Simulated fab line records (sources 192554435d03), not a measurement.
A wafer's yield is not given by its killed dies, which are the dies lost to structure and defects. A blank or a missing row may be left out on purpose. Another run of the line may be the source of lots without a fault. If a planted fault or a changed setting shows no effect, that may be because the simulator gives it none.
Matching of chambers ; flow n5_finfet ; rie_diel-03 running N5_BEOL_M6_STRIP_19: 4 sister chambers
The step strips in O2. 4 wafers are shown with their chamber, then 7 later ones without.

WAFERS, EACH WITH ITS CHAMBER
wafer;chamber;showerhead_plenum_p_Torr (Torr)
L075.6;0;2.09
L083.6;1;2.15
L084.1;3;2.13
L084.3;2;2.11

WAFERS WHOSE CHAMBER IS MISSING
wafer;showerhead_plenum_p_Torr (Torr)
L084.6;2.11
L093.2;2.11
L093.4;2.14
L093.6;2.14
L095.1;2.10
L095.2;2.12
L095.4;2.14

WHICH CHAMBER EACH ONE RAN IN
wafer;from the rows above;in truth
L084.6;2;2
L093.2;2;2
L093.4;can't be placed: 1 or 3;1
L093.6;can't be placed: 1 or 3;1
L095.1;can't be placed: 2 or 0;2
L095.2;can't be placed: 3 or 2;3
L095.4;can't be placed: 1 or 3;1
Correctly placed: 2 of 7. Cannot be placed on the basis of these rows: 5; the candidates contain the true chamber in 5. Number placed wrongly: 0.
How it was worked out, from the rows above alone: a wafer's distance from a chamber is the root of the sum, over the readings, of the square of ((its reading less the chamber's mean) divided by the reading's scatter). The wafer belongs to the nearest chamber; if the next one is less than 2 further off, it can't be placed. The mean given for a chamber averages the wafers shown for that chamber. The scatter: with one shown wafer a chamber, the root of the mean of the squares of how far each hidden wafer lies from its nearest shown one.
